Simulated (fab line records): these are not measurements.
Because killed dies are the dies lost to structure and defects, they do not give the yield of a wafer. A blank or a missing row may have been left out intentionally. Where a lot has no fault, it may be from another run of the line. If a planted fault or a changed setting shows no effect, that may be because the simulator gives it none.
Chamber matching / flow nandHarc / 4 sister chambers for NHARC_A_STAIRCASE_ETCH_169 on rieDiel-04
The step etches the open film in CH3F/O2, target depth 50 nm, time 107.1 s. 22 wafers are shown with their chamber, then 11 later ones without.

WAFERS, EACH WITH ITS CHAMBER
wafer=L074.1; chamber=0; drypumpMotorCurrentA (A)=6.4; showerheadPlenumPTorr (Torr)=2.37; rfVppV (V)=242.4
wafer=L074.5; chamber=1; drypumpMotorCurrentA (A)=5.4; showerheadPlenumPTorr (Torr)=2.51; rfVppV (V)=245.3
wafer=L074.6; chamber=0; drypumpMotorCurrentA (A)=6.4; showerheadPlenumPTorr (Torr)=2.37; rfVppV (V)=243.8
wafer=L076.1; chamber=2; drypumpMotorCurrentA (A)=6.4; showerheadPlenumPTorr (Torr)=2.50; rfVppV (V)=244.1
wafer=L076.2; chamber=0; drypumpMotorCurrentA (A)=6.4; showerheadPlenumPTorr (Torr)=2.37; rfVppV (V)=241.6
wafer=L076.6; chamber=2; drypumpMotorCurrentA (A)=6.5; showerheadPlenumPTorr (Torr)=2.50; rfVppV (V)=243.8
wafer=L080.4; chamber=0; drypumpMotorCurrentA (A)=6.4; showerheadPlenumPTorr (Torr)=2.37; rfVppV (V)=242.1
wafer=L080.5; chamber=2; drypumpMotorCurrentA (A)=6.4; showerheadPlenumPTorr (Torr)=2.50; rfVppV (V)=244.2
wafer=L080.6; chamber=3; drypumpMotorCurrentA (A)=5.1; showerheadPlenumPTorr (Torr)=2.64; rfVppV (V)=247.1
wafer=L082.1; chamber=2; drypumpMotorCurrentA (A)=6.4; showerheadPlenumPTorr (Torr)=2.50; rfVppV (V)=246.0
wafer=L082.2; chamber=0; drypumpMotorCurrentA (A)=6.4; showerheadPlenumPTorr (Torr)=2.37; rfVppV (V)=243.0
wafer=L082.5; chamber=2; drypumpMotorCurrentA (A)=6.4; showerheadPlenumPTorr (Torr)=2.50; rfVppV (V)=244.9
wafer=L083.2; chamber=2; drypumpMotorCurrentA (A)=6.4; showerheadPlenumPTorr (Torr)=2.50; rfVppV (V)=243.1
wafer=L083.3; chamber=1; drypumpMotorCurrentA (A)=5.4; showerheadPlenumPTorr (Torr)=2.50; rfVppV (V)=245.9
wafer=L083.5; chamber=2; drypumpMotorCurrentA (A)=6.4; showerheadPlenumPTorr (Torr)=2.49; rfVppV (V)=243.5
wafer=L088.1; chamber=3; drypumpMotorCurrentA (A)=5.1; showerheadPlenumPTorr (Torr)=2.64; rfVppV (V)=246.3
wafer=L088.2; chamber=0; drypumpMotorCurrentA (A)=6.4; showerheadPlenumPTorr (Torr)=2.37; rfVppV (V)=243.6
wafer=L088.4; chamber=2; drypumpMotorCurrentA (A)=6.5; showerheadPlenumPTorr (Torr)=2.49; rfVppV (V)=245.5
wafer=L086.1; chamber=2; drypumpMotorCurrentA (A)=6.4; showerheadPlenumPTorr (Torr)=2.49; rfVppV (V)=245.7
wafer=L086.3; chamber=0; drypumpMotorCurrentA (A)=6.4; showerheadPlenumPTorr (Torr)=2.37; rfVppV (V)=243.4
wafer=L086.5; chamber=0; drypumpMotorCurrentA (A)=6.4; showerheadPlenumPTorr (Torr)=2.37; rfVppV (V)=241.9
wafer=L090.1; chamber=2; drypumpMotorCurrentA (A)=6.4; showerheadPlenumPTorr (Torr)=2.49; rfVppV (V)=245.2

SIGNATURES (averages over the wafers above)
reading=drypumpMotorCurrentA; chamber 0=6.400; chamber 1=5.400; chamber 2=6.420; chamber 3=5.100; scatter within a chamber=0.0298
reading=showerheadPlenumPTorr; chamber 0=2.3700; chamber 1=2.5050; chamber 2=2.4960; chamber 3=2.6400; scatter within a chamber=0.00401
reading=rfVppV; chamber 0=242.725; chamber 1=245.600; chamber 2=244.600; chamber 3=246.700; scatter within a chamber=0.892
Rule: a wafer lies at a distance from a chamber equal to the root of the sum of squares, over the readings, of (its reading less the chamber's mean, divided by the reading's scatter). If the next closest chamber is less than 2 further off than the closest, the wafer can't be placed; otherwise it belongs to the closest. How the scatter is found: for the shown wafers, subtract from each reading the mean of its chamber, square and add these, divide the total by (wafers less chambers), then take the root.

WAFERS MISSING THEIR CHAMBER
wafer=L090.2; drypumpMotorCurrentA (A)=5.4; showerheadPlenumPTorr (Torr)=2.50; rfVppV (V)=244.0
wafer=L090.6; drypumpMotorCurrentA (A)=6.4; showerheadPlenumPTorr (Torr)=2.49; rfVppV (V)=245.9
wafer=L092.1; drypumpMotorCurrentA (A)=5.1; showerheadPlenumPTorr (Torr)=2.63; rfVppV (V)=246.6
wafer=L092.2; drypumpMotorCurrentA (A)=6.4; showerheadPlenumPTorr (Torr)=2.49; rfVppV (V)=245.4
wafer=L092.6; drypumpMotorCurrentA (A)=5.1; showerheadPlenumPTorr (Torr)=2.63; rfVppV (V)=246.9
wafer=L093.1; drypumpMotorCurrentA (A)=6.5; showerheadPlenumPTorr (Torr)=2.49; rfVppV (V)=244.4
wafer=L093.2; drypumpMotorCurrentA (A)=5.1; showerheadPlenumPTorr (Torr)=2.63; rfVppV (V)=246.4
wafer=L093.6; drypumpMotorCurrentA (A)=5.4; showerheadPlenumPTorr (Torr)=2.50; rfVppV (V)=246.2
wafer=L096.1; drypumpMotorCurrentA (A)=6.4; showerheadPlenumPTorr (Torr)=2.36; rfVppV (V)=242.5
wafer=L096.4; drypumpMotorCurrentA (A)=6.4; showerheadPlenumPTorr (Torr)=2.48; rfVppV (V)=244.1
wafer=L096.5; drypumpMotorCurrentA (A)=6.4; showerheadPlenumPTorr (Torr)=2.36; rfVppV (V)=241.5

WHICH CHAMBER EACH WENT THROUGH
wafer=L090.2; from the rows above=1; in truth=1
wafer=L090.6; from the rows above=2; in truth=2
wafer=L092.1; from the rows above=3; in truth=3
wafer=L092.2; from the rows above=2; in truth=2
wafer=L092.6; from the rows above=3; in truth=3
wafer=L093.1; from the rows above=2; in truth=2
wafer=L093.2; from the rows above=3; in truth=3
wafer=L093.6; from the rows above=1; in truth=1
wafer=L096.1; from the rows above=0; in truth=0
wafer=L096.4; from the rows above=2; in truth=2
wafer=L096.5; from the rows above=0; in truth=0
Placed correctly: 11 of 11. Number that these rows cannot place: 0. Placed wrongly: 0.
